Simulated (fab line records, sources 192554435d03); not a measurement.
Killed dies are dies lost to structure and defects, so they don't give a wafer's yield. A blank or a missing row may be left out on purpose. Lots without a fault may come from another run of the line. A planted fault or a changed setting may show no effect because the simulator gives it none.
fab line records | flow n5_finfet
record lots=5 wafers=15 last_day=17
route steps=1938 shown BEOL_M0_CUTY@704 BEOL_M0@715 BEOL_M4@1111 PASSIVATION@1936
lots that met no fault: from a run of the same line without faults
start_h: hours from the record's first day to the start of the lot's first wafer shown | wait_h: hours since the lot's step before | " the same as in the row above | L1.1+2: a row that stands for several wafers | - no value, or no start given | * or withheld: withheld | < > ~ a bound
route shown NAME@n: a module of which the file shows steps, and the number in the route of the first | usual: mean/standard deviation of fault-free wafers | same: alike in all rows | chamber/n: place in a boat | sites: the reading at each site | _std_site: their standard deviation | _edge_site: outer sites' mean less inner sites' | radius_mm: how far each site lies from the wafer's centre | mask NAME#n: copy n | behind: the tool/chamber that last shaped the wafer | hold: why the lot was held/for how many hours/how that ended | device: the transistor (n, p or np) that didn't switch | end of line: the same wafers' tests at the end of the route | a step without rows: its recipe alone | killed: dies lost to structure and defects at the first sort, not the wafer's yield | map: a wafer's dies, x killed, . not, _ none there
set.NAME: the setting as run; set.NAME@STEP: as run at that earlier step | model.NAME: the simulator's own value behind a step, which no gauge read
lots at some steps of the route; a table a step, a row a wafer
services: from which hour (start_h, from the record's first day; less than 0 if before it) a tool's chamber was out of use, for how many hours, and why
## steps
# step N5_BEOL_M0_CUTY_SOFTBAKE_53
# recipe temp_c=110 time_s=60 resist=CAR-ArF-block
# step N5_BEOL_M0_CUTY_EXPOSE_54
# recipe mask_id=M0_ABLK na=1.35 source_shape=conventional sigma_outer=0.8 polarization=unpolarized dose_mj=36
# step N5_BEOL_M0_CUTY_PEB_55
# recipe peb_temp_c=110 peb_time_s=60 resist=CAR-ArF-block
# step N5_BEOL_M0_CUTY_DEVELOP_56
# recipe develop_time_s=30 developer=TMAH resist=CAR-ArF-block rinse_liquid=diw dry=air_spin dev_temp_c=23
# step N5_BEOL_M0_CUTY_DESCUM_61
# recipe chemistry=O2 time_s=7.9 source_power_w=50 bias_power_w=20 pressure_mtorr=20 rf_frequency_hz=2.712e+07 temp_c=40 resist=CAR-ArF-block o2_flow_sccm=225
# step N5_BEOL_M0_CUTY_ETCH_62
# recipe chemistry=CF4 target=SiARC mask_material=CAR-ArF-block time_s=58.5 ion_energy_ev=80 pressure_mtorr=40 source_w=545 bias_w=36 Ar_flow_sccm=100 cf4_flow_sccm=100 ends=cleared
# step N5_BEOL_M0_CUTY_ETCH_63
# recipe chemistry=N2/H2 target=SOC target_depth_a=827 overetch_a=165 mask_material=SiARC temp_c=40 ion_energy_ev=200 time_s=124 pressure_mtorr=30 source_w=840 bias_w=150 n2_flow_sccm=200 h2_flow_sccm=200
# step N5_BEOL_M0_CUTY_STRIP_64
# recipe chemistry=N2/H2 temp_c=40 n2_flow_sccm=200 h2_flow_sccm=200 rf_frequency_hz=6e+07
# step N5_BEOL_M0_ETCH_138
# recipe chemistry=CH3F/O2 target_depth_a=120 target=SiCN time_s=31.6 ion_energy_ev=120 pressure_mtorr=30 source_w=395 bias_w=75 Ar_flow_sccm=150 CH3F_flow_sccm=30 O2_flow_sccm=20 ends=cleared
# step N5_BEOL_M0_HM_OPEN_105
# recipe chemistry=Cl2/BCl3 target_depth_a=120 target=TiN ion_energy_ev=150 pressure_mtorr=10 icp_w=1000 bias_w=126 Cl2_flow_sccm=53.25 bcl3_flow_sccm=21.75 Ar_flow_sccm=25
# usual bcl3_flow_sccm=21.76/0.064 bias_w=126.0/0.38 drypump_motor_current_A=5.8/0.31 oes_product_au=0.76/0.1 throttle_valve_pct=21.93/0.19
# columns lot.wafer tool chamber start_h wait_h bcl3_flow_sccm bias_w drypump_motor_current_A oes_product_au rf_hours_counter_h throttle_valve_pct model.SiO2_of_BEOL_M0_SAQP_SPACER2_ALD_26.thk_nm
L689.2 rie_metal-02 1 202.57 0.6 - - - - - - 5.2
L689.3 " 1 " " - - - - - - 5
L689.5 " 1 " " - - - - - - 5
L688.3 rie_metal-01 0 202.62 4.8 - - - - - - 5
L688.4 " 1 " " - - - - - - 5
L688.5 " 1 " " - - - - - - 5
L690.1 rie_metal-03 0 209.51 2.8 - - - - - - 5.2
L690.4 " 1 " " - - - - - - 5.2
L690.6 " 1 " " - - - - - - 5.2
L694.2 rie_metal-02 1 237.04 3.0 21.86 126.1 5.6 0.73 56 21.91 2.6
L694.3 " 1 " " 21.79 125.7 5.5 0.73 - 21.92 2.8
L694.5 " 1 " " 21.81 125.5 5.5 0.73 - 21.90 2.6
L695.2 rie_metal-03 0 237.13 1.8 21.76 125.4 6.0 0.69 - 21.76 2.8
L695.5 " 0 " " 21.81 125.8 6.0 0.69 - 21.76 2.6
L695.6 " 0 " " 21.73 125.8 6.0 0.69 - 21.74 2.8
# step N5_BEOL_M0_STRIP_140
# recipe chemistry=CF4 resist=SiARC power_w=300 bias_power_w=75 pressure_mtorr=50 cf4_flow_sccm=150 rf_frequency_hz=6e+07
# step N5_BEOL_M0_STRIP_104
# recipe chemistry=N2/H2 power_w=450 temp_c=40 pressure_mtorr=20 rf_frequency_hz=6e+07 overash_fraction=0.3 bias_power_w=7 h2_frac=0.5 n2_flow_sccm=200 h2_flow_sccm=200
# step N5_BEOL_M0_WET_ETCH_106
# recipe chemistry=DHF dilution=10:1 temp_c=25 target=SiO2 target_depth_a=1300 dry=ipa_marangoni rinse_time_s=30 rinse_temp_c=23
# step N5_BEOL_M0_ETCH_128
# recipe chemistry=CF4/N2 target_depth_a=120 overetch_a=51 target=SiCN time_s=21.4 ion_energy_ev=150 pressure_mtorr=40 source_w=430 bias_w=70 Ar_flow_sccm=100 cf4_flow_sccm=60 n2_flow_sccm=60
# usual drypump_motor_current_A=5.8/0.46 oes_product_au=0.54/0.063 rf_vpp_V=383.1/2.2 showerhead_plenum_p_Torr=2.23/0.081 throttle_valve_pct=15.43/0.27
# columns lot.wafer tool chamber start_h wait_h drypump_motor_current_A oes_product_au rf_hours_counter_h rf_vpp_V showerhead_plenum_p_Torr throttle_valve_pct
L689.2 rie_diel-02 3 202.89 0.0 5.7 0.26 243 381.2 2.17 15.54
L689.3 " 1 " " 6.6 0.30 88 385.0 2.32 15.15
L689.5 " 3 " " 5.7 0.25 - 381.4 2.17 15.54
L688.3 rie_diel-05 2 202.90 0.0 5.5 0.33 18 384.8 2.35 15.21
L688.4 " 3 " " 4.8 0.26 205 384.1 2.28 15.55
L688.5 " 3 " " 4.8 0.27 - 385.3 2.28 15.56
L690.1 rie_diel-05 1 210.19 0.3 5.2 0.30 88 382.2 2.23 15.66
L690.4 " 0 " " 5.9 0.33 37 380.1 2.15 15.02
L690.6 " 2 " " 5.6 0.33 - 384.8 2.34 15.22
L694.2 rie_diel-05 3 237.87 0.5 4.8 0.48 218 385.1 2.27 15.60
L694.3 " 2 " " 5.5 0.59 32 385.2 2.34 15.26
L694.5 " 1 " " 5.2 0.56 - 382.7 2.23 15.68
L695.2 rie_diel-02 1 238.24 0.4 6.5 0.54 102 384.0 2.31 15.20
L695.5 " 0 " " 6.4 0.51 - 382.0 2.19 15.30
L695.6 " 3 " " 5.7 0.69 - 381.5 2.17 15.07
# step N5_BEOL_M0_TRENCH_ETCH_107
# recipe chemistry=C4F6/O2 target_depth_a=328 target=SiOC time_s=16.4 ion_energy_ev=250 pressure_mtorr=30 source_w=355 bias_w=185 Ar_flow_sccm=300 C4F6_flow_sccm=10 O2_flow_sccm=10
# step N5_BEOL_M0_STRIP_142
# recipe chemistry=N2/H2 time_s=10 power_w=450 temp_c=40 pressure_mtorr=20 rf_frequency_hz=6e+07 bias_power_w=7 n2_flow_sccm=200 h2_flow_sccm=200
# step N5_BEOL_M0_OCD_MEAS_108
# usual trench_depth_nm=32.7/0.61
# columns lot.wafer tool chamber start_h wait_h trench_depth_nm
L689.2 ocd-01 - 203.04 0.1 0.4
L689.3 " - " " 0
L689.5 " - " " 0
L688.3 ocd-02 - 203.05 0.1 0
L688.4 " - " " 0.1
L688.5 " - " " 0.1
L690.1 ocd-01 - 210.34 0.1 0.1
L690.4 " - " " 0.4
L690.6 " - " " 0.2
L694.2 ocd-01 - 238.01 0.1 31.6
L694.3 " - " " 32.9
L694.5 " - " " 32.8
L695.2 ocd-01 - 238.39 0.1 32.7
L695.5 " - " " 32.4
L695.6 " - " " 32.4
# step N5_BEOL_M0_HM_STRIP_129
# recipe chemistry=peroxide_tin_strip material=TiN target_depth_a=170 temp_c=50 time_s=108
# step N5_BEOL_M4_RC_MEAS_101
# usual DIBL_N=35.9/1.4 DIBL_P=35.9/1.7 IOFF_N=0.155/0.023 IOFF_P=0.201/0.029 ION_N=672/8.8 ION_P=460/7 SS_N=71.6/0.48 SS_P=73.1/0.64 VT_N=250.0/3 VT_P=-251.6/3
# columns lot.wafer tool chamber start_h wait_h DIBL_N[mV/V] DIBL_P[mV/V] IOFF_N[nA/um] IOFF_P[nA/um] ION_N[uA/um] ION_P[uA/um] SS_N[mV/dec] SS_P[mV/dec] VT_N[mV] VT_P[mV]
L695.2 prober-02 0 286.63 0.2 38.0 37.5 0.173 0.216 677 460 72.0 73.7 250.2 -250.7
L695.5 " 0 " " 38.5 38.4 0.196 0.239 697 472 71.5 74.1 246.2 -251.4
L695.6 " 0 " " 38.2 38.5 0.185 0.237 686 463 72.3 72.9 247.8 -249.5
L694.2 prober-01 0 287.10 0.2 34.0 34.7 0.131 0.174 676 460 71.5 72.6 251.9 -253.8
L694.3 " 0 " " 35.0 36.3 0.146 0.193 669 458 71.9 73.5 250.7 -253.0
L694.5 " 0 " " 34.5 34.6 0.133 0.170 661 452 71.6 72.5 252.8 -253.6
# step N5_PASSIVATION_PROBE_49
# usual defect_limited_yield=91.7/1.5 killed_at_M0_to_M3=30/8.6 killed_at_M4_up=12/4.5 killed_at_contacts=13/5.8 killed_at_front_end=38/11 killed_at_other=4/3 killed_dies=97/17 killed_on_rim=13/3.6 killed_open=63/12 killed_short=32/8.8 sort_bin_5_function=4.8/0.91 sort_bin_6_memory=3.1/0.68 sort_n_pass=1083/17 sort_yield_pct=91.7/1.5
# same gross_dies=1180 killed_at_back_side=0 sort_bin_4_leakage[%]=0 sort_bin_8_speed[%]=0
# columns lot.wafer tool chamber start_h wait_h defect_limited_yield[%] killed_at_M0_to_M3 killed_at_M4_up killed_at_contacts killed_at_front_end killed_at_other killed_dies killed_on_rim killed_open killed_short sort_bin_5_function[%] sort_bin_6_memory[%] sort_n_pass sort_yield_pct[%]
L689.2 prober-01 - 357.54 0.1 0 1129 13 14 22 2 1180 152 68 20 97.4 2.5 0 0
L689.3 prober-01 - 357.59 0.1 0 1107 16 25 27 5 1180 152 75 32 96.1 3.4 0 0
L689.5 prober-01 - 357.69 0.2 0 1124 20 13 22 1 1180 152 62 24 96.3 3.5 0 0
L688.3 prober-02 - 363.53 0.1 0 1130 13 10 22 5 1180 152 47 22 97.5 2.0 0 0
L688.4 prober-02 - 363.58 0.2 0 1133 11 9 27 0 1180 152 57 18 97.2 2.8 0 0
L688.5 prober-02 - 363.63 0.2 0 1136 6 14 21 3 1180 152 53 14 97.8 2.0 0 0
# killed by level:class
L689.2 BEOL_M0:area_open=1092 MOL_CONTACT_COAG:geometric_particle:open=12 BEOL_M0_SAQP:geometric_particle:open=11 STI_FIN_REVEAL:geometric_particle:open=8 BEOL_M2:geometric_particle:open=8 BEOL_M3:geometric_particle:open=7 FIN_SAQP:geometric_particle:open=5 BEOL_M0_SAQP:geometric_particle:short=5
L689.3 BEOL_M0:area_open=1073 MOL_CONTACT_COAG:geometric_particle:open=18 BEOL_M3:geometric_particle:open=9 STI_FIN_REVEAL:geometric_particle:open=7 MOL_CONTACT_COAG:geometric_particle:short=7 BEOL_M5:geometric_particle:open=7 BEOL_M0_SAQP:geometric_particle:short=6 BEOL_M1:geometric_particle:open=6
L689.5 BEOL_M0:area_open=1094 MOL_CONTACT_COAG:geometric_particle:open=11 BEOL_M2:geometric_particle:open=10 FIN_SAQP:geometric_particle:open=9 BEOL_M0_SAQP:geometric_particle:short=8 BEOL_M1:geometric_particle:open=6 BEOL_M5:geometric_particle:open=5 BEOL_M4:geometric_particle:short=5
L688.3 BEOL_M0:area_open=1110 MOL_CONTACT_COAG:geometric_particle:open=8 BEOL_M3:geometric_particle:open=7 BEOL_M0_SAQP:geometric_particle:open=6 BEOL_M6:geometric_particle:open=5 FIN_SAQP:geometric_particle:short=4 BEOL_M0_SAQP:geometric_particle:short=4 STARTING-WAFER:geometric_particle:short=4
L688.4 BEOL_M0:area_open=1104 MOL_CONTACT_COAG:geometric_particle:open=8 BEOL_M0_SAQP:geometric_particle:open=6 BEOL_M1:geometric_particle:open=6 STARTING-WAFER:geometric_particle:short=6 BEOL_M3:geometric_particle:open=5 BEOL_M6:geometric_particle:open=5 GATE_CUT:geometric_particle:open=4
L688.5 BEOL_M0:area_open=1113 MOL_CONTACT_COAG:geometric_particle:open=12 BEOL_M3:geometric_particle:open=9 STI_FIN_REVEAL:geometric_particle:open=6 BEOL_M0_SAQP:geometric_particle:open=6 FIN_SAQP:geometric_particle:open=4 GATE_CUT:geometric_particle:short=4 BEOL_M2:geometric_particle:open=4
# map L688.3 (x killed, . not)
_________________xxxxxxxxxxxx________________
______________xxxxxxxxxxxxxxxxxx_____________
___________xxxxxxxxxxxxxxxxxxxxxxxx__________
__________xxxxxxxxxxxxxxxxxxxxxxxxxx_________
________xxxxxxxxxxxxxxxxxxxxxxxxxxxxxx_______
_______xxxxxxxxxxxxxxxxxxxxxxxxxxxxxxxx______
______xxxxxxxxxxxxxxxxxxxxxxxxxxxxxxxxxx_____
_____xxxxxxxxxxxxxxxxxxxxxxxxxxxxxxxxxxxx____
____xxxxxxxxxxxxxxxxxxxxxxxxxxxxxxxxxxxxxx___
___xxxxxxxxxxxxxxxxxxxxxxxxxxxxxxxxxxxxxxxx__
___xxxxxxxxxxxxxxxxxxxxxxxxxxxxxxxxxxxxxxxx__
__xxxxxxxxxxxxxxxxxxxxxxxxxxxxxxxxxxxxxxxxxx_
__xxxxxxxxxxxxxxxxxxxxxxxxxxxxxxxxxxxxxxxxxx_
_xxxxxxxxxxxxxxxxxxxxxxxxxxxxxxxxxxxxxxxxxxxx
_xxxxxxxxxxxxxxxxxxxxxxxxxxxxxxxxxxxxxxxxxxxx
_xxxxxxxxxxxxxxxxxxxxxxxxxxxxxxxxxxxxxxxxxxxx
_xxxxxxxxxxxxxxxxxxxxxxxxxxxxxxxxxxxxxxxxxxxx
_xxxxxxxxxxxxxxxxxxxxxxxxxxxxxxxxxxxxxxxxxxxx
_xxxxxxxxxxxxxxxxxxxxxxxxxxxxxxxxxxxxxxxxxxxx
_xxxxxxxxxxxxxxxxxxxxxxxxxxxxxxxxxxxxxxxxxxxx
_xxxxxxxxxxxxxxxxxxxxxxxxxxxxxxxxxxxxxxxxxxxx
__xxxxxxxxxxxxxxxxxxxxxxxxxxxxxxxxxxxxxxxxxx_
__xxxxxxxxxxxxxxxxxxxxxxxxxxxxxxxxxxxxxxxxxx_
___xxxxxxxxxxxxxxxxxxxxxxxxxxxxxxxxxxxxxxxx__
___xxxxxxxxxxxxxxxxxxxxxxxxxxxxxxxxxxxxxxxx__
____xxxxxxxxxxxxxxxxxxxxxxxxxxxxxxxxxxxxxx___
_____xxxxxxxxxxxxxxxxxxxxxxxxxxxxxxxxxxxx____
______xxxxxxxxxxxxxxxxxxxxxxxxxxxxxxxxxx_____
_______xxxxxxxxxxxxxxxxxxxxxxxxxxxxxxxx______
________xxxxxxxxxxxxxxxxxxxxxxxxxxxxxx_______
__________xxxxxxxxxxxxxxxxxxxxxxxxxx_________
___________xxxxxxxxxxxxxxxxxxxxxxxx__________
______________xxxxxxxxxxxxxxxxxx_____________
_________________xxxxxxxxxxxx________________
# map L689.2 (x killed, . not)
_________________xxxxxxxxxxxx________________
______________xxxxxxxxxxxxxxxxxx_____________
___________xxxxxxxxxxxxxxxxxxxxxxxx__________
__________xxxxxxxxxxxxxxxxxxxxxxxxxx_________
________xxxxxxxxxxxxxxxxxxxxxxxxxxxxxx_______
_______xxxxxxxxxxxxxxxxxxxxxxxxxxxxxxxx______
______xxxxxxxxxxxxxxxxxxxxxxxxxxxxxxxxxx_____
_____xxxxxxxxxxxxxxxxxxxxxxxxxxxxxxxxxxxx____
____xxxxxxxxxxxxxxxxxxxxxxxxxxxxxxxxxxxxxx___
___xxxxxxxxxxxxxxxxxxxxxxxxxxxxxxxxxxxxxxxx__
___xxxxxxxxxxxxxxxxxxxxxxxxxxxxxxxxxxxxxxxx__
__xxxxxxxxxxxxxxxxxxxxxxxxxxxxxxxxxxxxxxxxxx_
__xxxxxxxxxxxxxxxxxxxxxxxxxxxxxxxxxxxxxxxxxx_
_xxxxxxxxxxxxxxxxxxxxxxxxxxxxxxxxxxxxxxxxxxxx
_xxxxxxxxxxxxxxxxxxxxxxxxxxxxxxxxxxxxxxxxxxxx
_xxxxxxxxxxxxxxxxxxxxxxxxxxxxxxxxxxxxxxxxxxxx
_xxxxxxxxxxxxxxxxxxxxxxxxxxxxxxxxxxxxxxxxxxxx
_xxxxxxxxxxxxxxxxxxxxxxxxxxxxxxxxxxxxxxxxxxxx
_xxxxxxxxxxxxxxxxxxxxxxxxxxxxxxxxxxxxxxxxxxxx
_xxxxxxxxxxxxxxxxxxxxxxxxxxxxxxxxxxxxxxxxxxxx
_xxxxxxxxxxxxxxxxxxxxxxxxxxxxxxxxxxxxxxxxxxxx
__xxxxxxxxxxxxxxxxxxxxxxxxxxxxxxxxxxxxxxxxxx_
__xxxxxxxxxxxxxxxxxxxxxxxxxxxxxxxxxxxxxxxxxx_
___xxxxxxxxxxxxxxxxxxxxxxxxxxxxxxxxxxxxxxxx__
___xxxxxxxxxxxxxxxxxxxxxxxxxxxxxxxxxxxxxxxx__
____xxxxxxxxxxxxxxxxxxxxxxxxxxxxxxxxxxxxxx___
_____xxxxxxxxxxxxxxxxxxxxxxxxxxxxxxxxxxxx____
______xxxxxxxxxxxxxxxxxxxxxxxxxxxxxxxxxx_____
_______xxxxxxxxxxxxxxxxxxxxxxxxxxxxxxxx______
________xxxxxxxxxxxxxxxxxxxxxxxxxxxxxx_______
__________xxxxxxxxxxxxxxxxxxxxxxxxxx_________
___________xxxxxxxxxxxxxxxxxxxxxxxx__________
______________xxxxxxxxxxxxxxxxxx_____________
_________________xxxxxxxxxxxx________________
## services
# columns tool chamber start_h hours kind
rie_diel-02 3 221.54 - clean
rie_diel-02 3 221.54 - consumable_replace:focus_ring
rie_metal-03 1 230.89 - clean
rie_metal-03 1 230.89 21.3 scheduled_down
rie_metal-03 1 230.89 21.3 vent_cycle
## key
first_sign step=N5_BEOL_M0_HM_OPEN_105 reading=tool_record direction=missing
effect step=N5_BEOL_M0_ETCH_128 reading=oes_product_au direction=down sigmas=3.9 usual=0.54 struck=0.29
effect step=N5_BEOL_M0_OCD_MEAS_108 reading=trench_depth_nm direction=down sigmas=53 usual=32.7 struck=0.1
effect step=N5_PASSIVATION_PROBE_49 reading=killed_at_M0_to_M3 direction=up sigmas=99+ usual=30 struck=1126
model_effect step=N5_BEOL_M0_HM_OPEN_105 value=SiO2_of_BEOL_M0_SAQP_SPACER2_ALD_26.thk_nm without=2.689 struck=5.089
more_kills_born_at N5_BEOL_M0_HM_OPEN_105@rie_metal-01=3327 N5_BEOL_M0_HM_OPEN_105@rie_metal-02=3259
met_at N5_BEOL_M0_HM_OPEN_105
struck_wafers L688.3,L688.4,L688.5,L689.2,L689.3,L689.5,L690.1,L690.4,L690.6
rows_end L690.1,L690.4,L690.6
later_rows_left_out L688.3,L688.4,L688.5,L689.2,L689.3,L689.5
earlier_fault kind=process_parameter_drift tool=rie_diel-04 chamber=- onset_h=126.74 steps=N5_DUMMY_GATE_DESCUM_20 channel=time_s offset=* shape=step acts_in=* stated=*
fault kind=skipped_step_whole tool=rie_metal-01,rie_metal-02,rie_metal-03 chamber=- onset_h=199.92 steps=N5_BEOL_M0_HM_OPEN_105 scope=struck_lots_only
# later_rows_left_out: the simulator's readings of these wafers behind a module that went badly wrong aren't trusted and aren't shown, but for the sort
# rows_end: these wafers met a further fault down the route, and their rows from its step on are left out
